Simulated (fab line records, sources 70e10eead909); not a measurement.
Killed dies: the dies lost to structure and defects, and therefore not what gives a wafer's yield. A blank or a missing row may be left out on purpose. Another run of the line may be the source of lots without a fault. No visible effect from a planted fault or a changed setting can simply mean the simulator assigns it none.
fab line records	flow nand-harc
record lots=5	wafers=15	last-day=24
route steps=1159 shown A_STAIRCASE@736 A_SGD_CUT@747 END@1159
lots that met no fault: taken from a fault-free run of the same line
start-h: the number of hours between the record's first day and the start of the first shown wafer of the lot	wait-h: hours since the lot's step before	" unchanged from the row above	L1.1+2: one row covering several wafers at once	- no value, or no start given	* or withheld: withheld	< > ~ a bound
route shown NAME@n: a module of which the file shows steps, and the number in the route of the first	usual: mean/standard deviation of fault-free wafers	same: alike in all rows	chamber/n: place in a boat	sites: readings site by site	_std_site: their standard deviation	_edge_site: the outer-site mean with the inner-site mean subtracted	radius-mm: for every site, how far away it sits from the centre of the wafer	mask NAME#n: copy n	behind: the tool/chamber that last shaped the wafer	hold: reason for holding the lot/hours on hold/outcome of the hold	device: names the non-switching transistor (n, p or np)	end of line: tests of these same wafers at the route's end	where a step has no rows: the recipe by itself	killed: not the wafer's yield, but the dies lost to structure and defects at the first sort	map: a wafer's dies, marking killed ones x, the rest . and places with no die _
set.NAME: the setting as run; set.NAME@STEP: as run at that earlier step	model.NAME: the simulator's own value behind a step, which no gauge read
lots at some steps of the route; a table a step, a row a wafer
services: a tool's chamber out of use, with start hour (start-h, from the record's first day; less than 0 if before it), hours out, and reason
## steps
# step NHARC_A_STAIRCASE_SRD_154
# step NHARC_A_STAIRCASE_ETCH_403
# recipe target-depth-a=1082	chemistry=dHF	material=SiO2
# step NHARC_A_STAIRCASE_ETCHBACK_422
# recipe target-depth-a=400	over-etch-frac=0.3	time-s=74.286	ion-energy-ev=120	ch3f-flow-sccm=50	o2-flow-sccm=30	ar-flow-sccm=200	rf-w=500	bias-w=100	chemistry=CH3F/O2
# step NHARC_A_STAIRCASE_ETCH_423
# recipe target-depth-a=300	chemistry=dHF	material=SiO2
# step NHARC_A_STAIRCASE_ETCHBACK_157
# recipe target-depth-a=900	over-etch-frac=0.3	time-s=167.14	ion-energy-ev=120	ch3f-flow-sccm=50	o2-flow-sccm=30	ar-flow-sccm=200	rf-w=500	bias-w=100	chemistry=CH3F/O2
# step NHARC_A_STAIRCASE_STRIP_475
# recipe time-s=20	o2-flow-sccm=500	ar-flow-sccm=0	bias-w=0	chemistry=O2
# usual chamber-pressure-mTorr=60.00/0.053	drypump-motor-current-A=5.7/0.44	oes-product-au=1.005/0.0093	rf-vpp-V=57.8/0.92	showerhead-plenum-p-Torr=3.56/0.11	throttle-valve-pct=17.037/0.0094
lot.wafer	tool	chamber	start-h	wait-h	chamber-pressure-mTorr	drypump-motor-current-A	oes-product-au	rf-hours-counter-h	rf-vpp-V	showerhead-plenum-p-Torr	throttle-valve-pct
L662.3	rie-diel-11	3	-	-	60.10	5.0	1.010	40	58.3	3.49	17.039
L662.2	"	0	"	"	59.94	6.0	1.004	41	56.9	3.52	17.042
L662.1	"	1	"	"	59.99	5.3	1.003	39	55.6	3.35	17.036
L663.2	rie-diel-11	2	-	-	59.99	6.0	1.003	46	58.8	3.62	17.039
L663.4	"	3	"	"	59.87	5.0	1.005	46	56.9	3.48	17.056
L663.6	"	2	"	"	60.02	6.0	1.003	-	58.5	3.62	17.051
L665.1	rie-diel-11	1	-	-	59.97	5.3	1.013	49	58.7	3.35	17.018
L665.2	"	2	"	"	60.00	6.0	0.993	49	57.4	3.62	17.027
L665.3	"	3	"	"	60.01	5.0	1.005	50	57.6	3.48	17.042
L677.2	rie-diel-04	3	-	-	59.94	6.1	0.995	44	58.6	3.48	17.040
L677.3	"	1	"	"	60.02	5.2	1.014	44	58.3	3.65	17.033
L677.6	"	3	"	"	60.02	6.1	0.997	-	57.2	3.48	17.051
L680.3	rie-diel-09	3	-	-	59.96	5.7	1.002	55	56.7	3.39	17.040
L680.1	"	0	"	"	60.01	5.5	0.990	57	57.3	3.67	17.034
L680.6	"	2	"	"	60.06	5.4	1.005	-	57.6	3.54	17.045
# step NHARC_A_STAIRCASE_DEP_471
# recipe target-thk-a=1000	temp-c=400	pressure-torr=6.5	rf-w=900	teos-flow-sccm=161.4	flow-sccm=2650	target-thk-nm=100	gas=O2	material=SiO2
# usual heater-power-outer-w=290/44	heater-power-w=534/68	throttle-valve-pct=16.1/0.44
lot.wafer	tool	chamber	start-h	wait-h	heater-power-outer-w	heater-power-w	throttle-valve-pct
L662.1	pecvd-04	2	303.04	-	245	482	16.9
L662.3	"	0	"	"	329	562	15.7
L662.2	"	1	"	"	291	533	16.0
L663.2	pecvd-03	1	323.88	-	311	550	16.3
L663.4	"	2	"	"	275	487	15.9
L663.6	"	1	"	"	306	551	16.6
L665.1	pecvd-04	1	333.85	-	266	488	15.9
L665.2	"	2	"	"	263	497	17.0
L665.3	"	0	"	"	325	563	16.0
L677.3	pecvd-01	0	412.62	-	311	589	15.9
L677.2	"	1	"	"	336	643	16.1
L677.6	"	1	"	"	338	649	16.4
L680.3	pecvd-03	1	421.86	-	313	562	16.9
L680.1	"	2	"	"	267	481	16.3
L680.6	"	0	"	"	260	516	16.3
# step NHARC_A_STAIRCASE_CMP_472
# recipe material=SiO2
# usual motor-current-A=12.0/0.98
lot.wafer	tool	chamber	start-h	wait-h	motor-current-A
L662.2	cmp-02	0	303.32	0.2	11.3
L662.3	"	2	"	"	11.2
L662.1	"	3	"	"	13.4
L663.4	cmp-01	2	324.10	0.2	11.6
L663.2	"	1	"	"	12.3
L663.6	"	3	"	"	13.1
L665.1	cmp-03	1	334.13	0.2	13.4
L665.3	"	3	"	"	11.3
L665.2	"	0	"	"	11.7
L677.3	cmp-01	0	412.89	0.2	13.4
L677.2	"	3	"	"	13.0
L677.6	"	1	"	"	12.4
L680.1	cmp-03	1	422.20	0.3	13.7
L680.3	"	2	"	"	10.6
L680.6	"	0	"	"	11.6
# step NHARC_A_STAIRCASE_SRD_474
# step NHARC_A_STAIRCASE_INSPECT_155
# usual raw-defect-count=354/130
lot.wafer	tool	chamber	start-h	wait-h	raw-defect-count
L662.1	defect-inspect-01	-	303.66	0.1	234
L662.2	"	-	"	"	256
L662.3	"	-	"	"	233
L663.2	defect-inspect-02	-	324.45	0.1	469
L663.4	"	-	"	"	537
L663.6	"	-	"	"	254
L665.1	defect-inspect-01	-	334.48	0.1	437
L665.2	"	-	"	"	344
L665.3	"	-	"	"	323
L677.2	defect-inspect-02	-	413.24	0.1	330
L677.3	"	-	"	"	479
L677.6	"	-	"	"	369
L680.1	defect-inspect-01	-	422.51	0.1	183
L680.3	"	-	"	"	234
L680.6	"	-	"	"	334
# step NHARC_A_SGD_CUT_DEP_00
# recipe target-thk-a=500	temp-c=400	target-thk-nm=50	flow-sccm=200	rf-w=450	material=SiNx
# usual heater-power-outer-w=412/51	heater-power-w=706/81
lot.wafer	tool	chamber	start-h	wait-h	heater-power-outer-w	heater-power-w
L662.2	pecvd-02	2	303.90	0.2	345	605
L662.3	"	0	"	"	364	657
L662.1	"	1	"	"	476	777
L663.2	pecvd-01	2	324.57	0.1	343	631
L663.4	"	1	"	"	499	869
L663.6	"	2	"	"	348	658
L665.2	pecvd-03	1	334.55	0.1	420	700
L665.3	"	2	"	"	392	633
L665.1	"	0	"	"	421	706
L677.3	pecvd-02	0	413.55	0.3	394	692
L677.2	"	1	"	"	496	765
L677.6	"	1	"	"	496	781
L680.3	pecvd-03	2	422.58	0.1	341	585
L680.1	"	0	"	"	400	686
L680.6	"	2	"	"	345	567
# step NHARC_A_SGD_CUT_DEHYDRATE_01
# recipe temp-c=150	time-s=120
# step NHARC_A_SGD_CUT_HMDS_02
# recipe time-s=30
# step NHARC_A_SGD_CUT_COAT_56
# recipe temp-c=260	time-s=75
# step NHARC_A_SGD_CUT_COAT_57
# recipe temp-c=225	time-s=65
# step NHARC_A_SGD_CUT_COAT_03
# recipe spin-rpm=1500	resist-thk-nm=90
# step NHARC_A_SGD_CUT_SOFTBAKE_04
# recipe temp-c=105	time-s=55
# step NHARC_A_SGD_CUT_EBR_05
# step NHARC_A_SGD_CUT_EXPOSE_06
# recipe na=1.35	dose-mj=85.59	mask-id=SGD
# step NHARC_A_SGD_CUT_PEB_07
# recipe peb-temp-c=100	peb-time-s=65
# step NHARC_A_SGD_CUT_DEVELOP_08
# recipe develop-time-s=35	dev-temp-c=23
# step NHARC_A_SGD_CUT_CD_MEAS_09
# recipe target-cd-nm=100	landing-energy-ev=500
# usual cd-nm=99.8/0.6
lot.wafer	tool	chamber	start-h	wait-h	cd-nm
L662.1	cd-sem-01	0	304.63	-	99.9
L662.2	"	0	"	"	99.5
L662.3	"	0	"	"	100.5
L663.2	cd-sem-01	0	325.24	-	100.2
L663.4	"	0	"	"	99.4
L663.6	"	0	"	"	99.3
L665.1	cd-sem-03	0	335.29	-	99.5
L665.2	"	0	"	"	100.1
L665.3	"	0	"	"	99.4
L677.2	cd-sem-02	0	414.25	-	99.2
L677.3	"	0	"	"	99.2
L677.6	"	0	"	"	99.2
L680.1	cd-sem-02	0	423.18	-	99.8
L680.3	"	0	"	"	99.7
L680.6	"	0	"	"	99.3
# step NHARC_A_SGD_CUT_OVL_MEAS_10
# usual overlay-x-nm=0.2/0.71	overlay-y-nm=0.0/0.72
lot.wafer	tool	chamber	start-h	wait-h	overlay-x-nm	overlay-y-nm
L662.1	overlay-02	-	304.72	-	0.4	-1.1
L662.2	"	-	"	"	0.1	-0.7
L662.3	"	-	"	"	0.2	-0.1
L663.2	overlay-01	-	325.32	-	1.2	-0.8
L663.4	"	-	"	"	0.8	-0.2
L663.6	"	-	"	"	0.8	-0.2
L665.1	overlay-02	-	335.38	-	0.3	0.2
L665.2	"	-	"	"	0.0	0.3
L665.3	"	-	"	"	0.4	-0.3
L677.2	overlay-01	-	414.34	-	0.0	1.7
L677.3	"	-	"	"	0.5	1.4
L677.6	"	-	"	"	0.2	1.0
L680.1	overlay-01	-	423.27	-	0.0	0.5
L680.3	"	-	"	"	0.5	0.7
L680.6	"	-	"	"	0.0	1.0
# step NHARC_A_SGD_CUT_INSPECT_11
# usual raw-defect-count=17/9.1
lot.wafer	tool	chamber	start-h	wait-h	raw-defect-count
L662.1	defect-inspect-01	-	304.75	0.0	18
L662.2	"	-	"	"	20
L662.3	"	-	"	"	16
L663.2	defect-inspect-02	-	325.36	0.0	21
L663.4	"	-	"	"	23
L663.6	"	-	"	"	27
L665.1	defect-inspect-01	-	335.41	0.0	6
L665.2	"	-	"	"	8
L665.3	"	-	"	"	7
L677.2	defect-inspect-01	-	414.37	0.0	4
L677.3	"	-	"	"	16
L677.6	"	-	"	"	19
L680.1	defect-inspect-01	-	423.31	0.0	26
L680.3	"	-	"	"	29
L680.6	"	-	"	"	35
# step NHARC_A_SGD_CUT_DESCUM_14
# recipe time-s=3	o2-flow-sccm=200	ar-flow-sccm=0	bias-power-w=0	chemistry=O2
# step NHARC_A_SGD_CUT_ETCH_58
# recipe target-depth-a=390	over-etch-frac=0.3	time-s=65	ion-energy-ev=80	cf4-flow-sccm=150	ar-flow-sccm=0	rf-w=300	bias-w=100	chemistry=CF4
# usual chamber-pressure-mTorr=50.01/0.046	drypump-motor-current-A=5.7/0.35	oes-product-au=0.998/0.011	rf-vpp-V=151.6/1.1	showerhead-plenum-p-Torr=1.80/0.043	throttle-valve-pct=13.285/0.0094
lot.wafer	tool	chamber	start-h	wait-h	chamber-pressure-mTorr	drypump-motor-current-A	oes-product-au	rf-hours-counter-h	rf-vpp-V	showerhead-plenum-p-Torr	throttle-valve-pct
L662.2	rie-diel-02	3	304.90	0.1	49.96	5.6	1.011	20	153.0	1.85	13.279
L662.3	"	0	"	"	50.01	5.8	1.003	3	152.3	1.79	13.282
L662.1	"	2	"	"	50.09	5.7	1.015	20	153.3	1.83	13.281
L663.2	rie-diel-02	0	325.51	0.1	49.98	5.8	0.998	5	150.7	1.79	13.294
L663.4	"	3	"	"	49.96	5.7	1.000	21	153.4	1.85	13.280
L663.6	"	0	"	"	49.97	5.8	0.997	-	151.5	1.79	13.295
L665.2	rie-diel-08	1	335.56	0.1	50.04	5.0	1.011	2	150.5	1.74	13.292
L665.1	"	2	"	"	49.94	5.6	0.998	2	152.9	1.84	13.276
L665.3	"	3	"	"	49.93	5.7	1.013	2	150.7	1.75	13.282
L677.2	rie-diel-10	1	414.53	0.1	50.04	5.4	0.995	6	150.6	1.79	13.295
L677.3	"	3	"	"	49.91	5.8	1.018	5	152.8	1.89	13.284
L677.6	"	1	"	"	50.04	5.4	0.987	-	149.9	1.79	13.281
L680.1	rie-diel-08	0	423.46	0.1	50.00	6.4	0.991	6	151.0	1.77	13.275
L680.3	"	3	"	"	49.98	5.8	0.999	8	150.3	1.75	13.308
L680.6	"	1	"	"	49.99	5.0	0.994	-	149.7	1.74	13.295
# step NHARC_A_SGD_CUT_ETCH_59
# recipe target-depth-a=2600	over-etch-frac=0.25	time-s=406.25	ion-energy-ev=200	n2-flow-sccm=150	h2-flow-sccm=150	ar-flow-sccm=0	rf-w=400	bias-w=150	chemistry=N2/H2
# step NHARC_A_SGD_CUT_ETCH_15
# recipe target-depth-a=750	time-s=64.3	ch3f-flow-sccm=50	o2-flow-sccm=30	ar-flow-sccm=200	rf-w=500	bias-w=100	chemistry=CH3F/O2
# step NHARC_A_SGD_CUT_ETCH_16
# recipe target-depth-a=3105	time-s=155.2	c4f8-flow-sccm=withheld	o2-flow-sccm=8	ar-flow-sccm=withheld	rf-w=600	bias-w=800	chemistry=C4F8/O2/Ar
# usual chamber-pressure-mTorr=25.004/0.022	oes-product-au=0.974/0.015	rf-vpp-V=725.2/2.7
lot.wafer	tool	chamber	start-h	wait-h	chamber-pressure-mTorr	oes-product-au	rf-hours-counter-h	rf-vpp-V
L662.2	rie-diel-02	0	-	-	24.990	0.970	3	724.7
L662.1	"	2	"	"	25.025	0.995	20	728.6
L662.3	"	3	"	"	25.004	0.979	20	728.9
L663.2	rie-diel-02	3	-	-	25.024	0.963	21	729.6
L663.4	"	1	"	"	25.003	0.987	22	726.7
L663.6	"	2	"	"	24.982	0.988	-	726.9
L665.2	rie-diel-08	1	-	-	25.013	0.958	3	721.4
L665.1	"	2	"	"	24.983	0.938	3	726.8
L665.3	"	3	"	"	24.948	0.939	3	723.5
L677.2	rie-diel-10	2	-	-	25.012	0.994	6	724.3
L677.3	"	0	"	"	25.015	0.958	6	722.7
L677.6	"	1	"	"	25.003	0.963	-	724.7
L680.1	rie-diel-08	2	-	-	24.994	0.964	8	726.8
L680.3	"	0	"	"	24.998	0.974	6	722.1
L680.6	"	3	"	"	24.987	0.968	-	722.1
# step NHARC_A_SGD_CUT_STRIP_60
# recipe c4f8-flow-sccm=withheld	o2-flow-sccm=8	ar-flow-sccm=withheld	bias-w=0	chemistry=C4F8/O2/Ar
# step NHARC_A_SGD_CUT_STRIP_17
# recipe o2-flow-sccm=500	ar-flow-sccm=0	bias-w=0	chemistry=O2
# step NHARC_A_SGD_CUT_PRECLEAN_18
# recipe time-s=*	temp-c=50	bath-age-min=0	chemistry=SC1
# step NHARC_A_SGD_CUT_SRD_19
# step NHARC_A_SGD_CUT_DEP_20
# recipe target-thk-a=1500	temp-c=65	material=SiO2
# step NHARC_A_SGD_CUT_ANNEAL_27
# recipe temp-c=450	time-s=1800
# step NHARC_A_SGD_CUT_CMP_21
# recipe target-thk-nm=148.19
# step NHARC_A_SGD_CUT_SRD_23
# step NHARC_A_SGD_CUT_ETCH_26
# recipe target-depth-a=458	chemistry=dHF	material=SiO2
# step NHARC_A_SGD_CUT_ETCHBACK_24
# recipe target-depth-a=500	over-etch-frac=0.3	time-s=92.857	ion-energy-ev=120	ch3f-flow-sccm=50	o2-flow-sccm=30	ar-flow-sccm=200	rf-w=500	bias-w=100	chemistry=CH3F/O2
# step NHARC_END_SORT_01
# recipe temp-c=25
# usual killed-at-array=27/8.8	killed-at-other=0.4/0.82	killed-at-periphery=3.1/2.1	killed-dies=31/8.8	killed-open=3.3/2	killed-short=2.0/1.4
# same gross-dies=677
lot.wafer	tool	chamber	start-h	wait-h	killed-at-array	killed-at-other	killed-at-periphery	killed-dies	killed-open	killed-short
L677.3	prober-02	0	547.60	3.1	672	1	4	677	7	3
# killed by level:class
L677.3 A_SGD_CUT:area-dep=641 A_SLIT:chamber-film-flake=12 A_CHANNEL_HOLE_D1:chamber-film-flake=5 A_CONTACT:chamber-film-flake=3 P_GATE:chamber-film-flake=2 A_CHANNEL_FILL_D1:chamber-film-flake=2 P_CONTACT:geometric-particle:open=1 P_M0:geometric-particle:open=1
# map L677.3 (x killed, . not)
____________x____________
_________xxxxxxx_________
_______xxxxxxxxxxx_______
______xxxxxxxxxxxxx______
_____xxxxxxxxxxxxxxx_____
____xxxxxxxxxxxxxxxxx____
____xxxxxxxxxxxxxxxxx____
___xxxxxxxxxxxxxxxxxxx___
___xxxxxxxxxxxxxxxxxxx___
__xxxxxxxxxxxxxxxxxxxxx__
__xxxxxxxxxxxxxxxxxxxxx__
_xxxxxxxxxxxxxxxxxxxxxxx_
_xxxxxxxxxxxxxxxxxxxxxxx_
_xxxxxxxxxxxxxxxxxxxxxxx_
_xxxxxxxxxxxxxxxxxxxxxxx_
_xxxxxxxxxxxxxxxxxxxxxxx_
xxxxxxxxxxxxxxxxxxxxxxxxx
xxxxxxxxxxxxxxxxxxxxxxxxx
xxxxxxxxxxxxxxxxxxxxxxxxx
xxxxxxxxxxxxxxxxxxxxxxxxx
xxxxxxxxxxxxxxxxxxxxxxxxx
_xxxxxxxxxxxxxxxxxxxxxxx_
_xxxxxxxxxxxxxxxxxxxxxxx_
_xxxxxxxxxxxxxxxxxxxxxxx_
_xxxxxxxxxxxxxxxxxxxxxxx_
_xxxxxxxxxxxxxxxxxxxxxxx_
__xxxxxxxxxxxxxxxxxxxxx__
__xxxxxxxxxxxxxxxxxxxxx__
___xxxxxxxxxxxxxxxxxxx___
___xxxxxxxxxxxxxxxxxxx___
____xxxxxxxxxxxxxxxxx____
____xxxxxxxxxxxxxxxxx____
_____xxxxxxxxxxxxxxx_____
______xxxxxxxxxxxxx______
_______xxxxxxxxxxx_______
_________xxxxxxx_________
____________x____________
# map L662.1 (x killed, . not)
____________.____________
_________......._________
_______..........._______
______.............______
_____..............._____
____.................____
____.................____
___...................___
___...................___
__.....................__
__..xx.................__
_.....................x._
_......x...x........x..._
_......................._
_..x...................._
_....................xx._
.....................xxx.
...................x.....
.........................
.........................
................x........
_......................._
_......................._
_......................._
_..............x.x......_
_.................x....._
__...........x.x.......__
__...........x.x.xxx.x.__
___............xxx..x.___
___.............xx....___
____.............x...____
____.................____
_____x.............._____
______.....x.......______
_______..........._______
_________.....x._________
____________.____________
## services
tool	chamber	start-h	hours	kind
rie-diel-10	2	282.12	6.0	repair
rie-diel-08	0	282.59	11.5	repair
rie-diel-04	1	285.68	14.8	repair
cmp-01	-	287.85	4.0	pm
rie-diel-04	-	288.90	9.0	pm
pecvd-03	-	292.37	13.0	pm
rie-diel-08	-	301.80	9.0	pm
rie-diel-11	0	306.40	2.2	repair
rie-diel-08	0	317.71	16.9	repair
rie-diel-02	-	327.70	9.0	pm
pecvd-01	0	328.75	6.2	repair
pecvd-02	0	332.26	5.2	repair
cmp-01	-	332.94	1.4	repair
pecvd-02	-	334.24	13.0	pm
rie-diel-08	2	338.65	2.7	repair
cmp-03	-	352.02	4.0	pm
rie-diel-11	1	352.19	8.8	repair
rie-diel-10	-	353.50	9.0	pm
cmp-03	-	357.14	6.1	repair
rie-diel-11	-	367.85	9.0	pm
pecvd-04	-	376.24	13.0	pm
cmp-01	-	385.85	4.0	pm
cmp-01	-	417.58	0.6	repair
pecvd-01	-	418.61	13.0	pm
## key
first-sign step=NHARC_END_SORT_01	reading=killed-dies	direction=up	sigmas=73	usual=31	struck=677
effect step=NHARC_END_SORT_01	reading=killed-at-array	direction=up	sigmas=73	usual=27	struck=672
more-kills-born-at NHARC_A_SGD_CUT_DEP_00@pecvd-02=641
met-at NHARC_A_SGD_CUT_DEP_00
struck-wafers L677.3
later-rows-left-out L677.3
tester-left-out L677
onset-between 303.90 413.55
fault kind=process-parameter-drift	tool=pecvd-02	chamber=0	onset-h=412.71	steps=NHARC_A_SGD_CUT_DEP_00	channel=target-thk-a	offset=*	shape=step	end-h=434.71	acts-in=*	stated=*
# tester-left-out: of these lots the tester's yield and bins aren't shown, on N5 and GAA mostly nor the transistor test; their killed dies are dies lost to structure and defects alone, not to doping, threshold or leakage, so they don't give the yield
# later-rows-left-out: the simulator's readings of these wafers behind a module that went badly wrong aren't trusted and aren't shown, but for the sort
